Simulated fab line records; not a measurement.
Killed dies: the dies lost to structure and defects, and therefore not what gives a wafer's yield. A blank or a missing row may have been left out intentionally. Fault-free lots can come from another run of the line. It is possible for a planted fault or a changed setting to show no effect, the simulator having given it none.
Matching of chambers || flow n5-finfet || N5_FIN_SAQP_FIN_ETCH_36 on rie-si-03: 4 sister chambers
The step etches the open film in HBr/Cl2/O2, target depth 120 nm, time 50.4 s. 20 wafers are shown with their chamber, then 10 later ones without.

== WAFERS, EACH WITH ITS CHAMBER ==
{"wafer": "L078.1", "chamber": 1, "drypump-motor-current-A (A)": 5.3, "oes-product-au (a.u.)": 1.003, "bias-w (W)": 101.95}
{"wafer": "L078.4", "chamber": 3, "drypump-motor-current-A (A)": 5.2, "oes-product-au (a.u.)": 1.003, "bias-w (W)": 102.25}
{"wafer": "L078.5", "chamber": 2, "drypump-motor-current-A (A)": 6.3, "oes-product-au (a.u.)": 0.989, "bias-w (W)": 102.10}
{"wafer": "L081.2", "chamber": 2, "drypump-motor-current-A (A)": 6.3, "oes-product-au (a.u.)": 1.001, "bias-w (W)": 101.51}
{"wafer": "L081.3", "chamber": 0, "drypump-motor-current-A (A)": 5.4, "oes-product-au (a.u.)": 1.010, "bias-w (W)": 101.75}
{"wafer": "L081.5", "chamber": 1, "drypump-motor-current-A (A)": 5.3, "oes-product-au (a.u.)": 1.001, "bias-w (W)": 102.37}
{"wafer": "L082.3", "chamber": 0, "drypump-motor-current-A (A)": 5.5, "oes-product-au (a.u.)": 1.008, "bias-w (W)": 102.09}
{"wafer": "L082.4", "chamber": 2, "drypump-motor-current-A (A)": 6.3, "oes-product-au (a.u.)": 0.997, "bias-w (W)": 101.61}
{"wafer": "L082.6", "chamber": 1, "drypump-motor-current-A (A)": 5.3, "oes-product-au (a.u.)": 1.008, "bias-w (W)": 101.82}
{"wafer": "L083.4", "chamber": 3, "drypump-motor-current-A (A)": 5.3, "oes-product-au (a.u.)": 0.995, "bias-w (W)": 102.02}
{"wafer": "L083.5", "chamber": 2, "drypump-motor-current-A (A)": 6.3, "oes-product-au (a.u.)": 1.007, "bias-w (W)": 102.31}
{"wafer": "L083.6", "chamber": 1, "drypump-motor-current-A (A)": 5.3, "oes-product-au (a.u.)": 1.018, "bias-w (W)": 102.25}
{"wafer": "L084.2", "chamber": 1, "drypump-motor-current-A (A)": 5.3, "oes-product-au (a.u.)": 0.997, "bias-w (W)": 102.17}
{"wafer": "L084.4", "chamber": 0, "drypump-motor-current-A (A)": 5.4, "oes-product-au (a.u.)": 1.008, "bias-w (W)": 101.76}
{"wafer": "L084.6", "chamber": 3, "drypump-motor-current-A (A)": 5.3, "oes-product-au (a.u.)": 0.983, "bias-w (W)": 101.97}
{"wafer": "L090.1", "chamber": 1, "drypump-motor-current-A (A)": 5.3, "oes-product-au (a.u.)": 1.012, "bias-w (W)": 101.84}
{"wafer": "L090.3", "chamber": 3, "drypump-motor-current-A (A)": 5.2, "oes-product-au (a.u.)": 0.985, "bias-w (W)": 101.78}
{"wafer": "L090.5", "chamber": 1, "drypump-motor-current-A (A)": 5.3, "oes-product-au (a.u.)": 1.014, "bias-w (W)": 102.47}
{"wafer": "L091.1", "chamber": 3, "drypump-motor-current-A (A)": 5.3, "oes-product-au (a.u.)": 0.999, "bias-w (W)": 101.97}
{"wafer": "L091.2", "chamber": 0, "drypump-motor-current-A (A)": 5.4, "oes-product-au (a.u.)": 1.010, "bias-w (W)": 102.10}

SIGNATURES (means of the wafers above)
{"reading": "drypump-motor-current-A", "chamber 0": 5.425, "chamber 1": 5.300, "chamber 2": 6.300, "chamber 3": 5.260, "scatter within a chamber": 0.0349}
{"reading": "oes-product-au", "chamber 0": 1.00900, "chamber 1": 1.00757, "chamber 2": 0.99850, "chamber 3": 0.99300, "scatter within a chamber": 0.00718}
{"reading": "bias-w", "chamber 0": 101.9250, "chamber 1": 102.1243, "chamber 2": 101.8825, "chamber 3": 101.9980, "scatter within a chamber": 0.259}
Rule: a wafer's distance from a chamber is the root of the sum, over the readings, of the square of ((its reading less the chamber's mean) divided by the reading's scatter). The wafer belongs to the nearest chamber; if the next one is less than 2 further off, it can't be placed. How the scatter is found: for the shown wafers, subtract from each reading the mean of its chamber, square and add these, divide the total by (wafers less chambers), then take the root.

== WAFERS WITH NO CHAMBER GIVEN ==
{"wafer": "L091.4", "drypump-motor-current-A (A)": 6.3, "oes-product-au (a.u.)": 0.999, "bias-w (W)": 102.48}
{"wafer": "L092.1", "drypump-motor-current-A (A)": 5.3, "oes-product-au (a.u.)": 1.014, "bias-w (W)": 102.35}
{"wafer": "L092.3", "drypump-motor-current-A (A)": 5.3, "oes-product-au (a.u.)": 0.987, "bias-w (W)": 102.29}
{"wafer": "L092.4", "drypump-motor-current-A (A)": 5.4, "oes-product-au (a.u.)": 1.006, "bias-w (W)": 101.86}
{"wafer": "L094.2", "drypump-motor-current-A (A)": 5.4, "oes-product-au (a.u.)": 1.008, "bias-w (W)": 101.35}
{"wafer": "L094.3", "drypump-motor-current-A (A)": 6.3, "oes-product-au (a.u.)": 0.995, "bias-w (W)": 101.89}
{"wafer": "L094.5", "drypump-motor-current-A (A)": 5.2, "oes-product-au (a.u.)": 0.990, "bias-w (W)": 101.81}
{"wafer": "L097.2", "drypump-motor-current-A (A)": 5.4, "oes-product-au (a.u.)": 1.024, "bias-w (W)": 101.95}
{"wafer": "L097.4", "drypump-motor-current-A (A)": 5.3, "oes-product-au (a.u.)": 1.014, "bias-w (W)": 101.84}
{"wafer": "L097.5", "drypump-motor-current-A (A)": 5.4, "oes-product-au (a.u.)": 1.028, "bias-w (W)": 101.90}

== EACH ONE'S CHAMBER ==
{"wafer": "L091.4", "from the rows above": 2, "in truth": 2}
{"wafer": "L092.1", "from the rows above": 1, "in truth": 1}
{"wafer": "L092.3", "from the rows above": "can't be placed: 3 or 1", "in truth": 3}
{"wafer": "L092.4", "from the rows above": 0, "in truth": 0}
{"wafer": "L094.2", "from the rows above": "can't be placed: 0 or 1", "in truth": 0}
{"wafer": "L094.3", "from the rows above": 2, "in truth": 2}
{"wafer": "L094.5", "from the rows above": 3, "in truth": 3}
{"wafer": "L097.2", "from the rows above": "can't be placed: 0 or 1", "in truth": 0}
{"wafer": "L097.4", "from the rows above": "can't be placed: 1 or 3", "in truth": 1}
{"wafer": "L097.5", "from the rows above": "can't be placed: 0 or 1", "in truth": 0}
Correctly placed: 5 of 10. Unplaceable from these rows: 5, with the true chamber sitting among the candidates in 5. Number placed wrongly: 0.
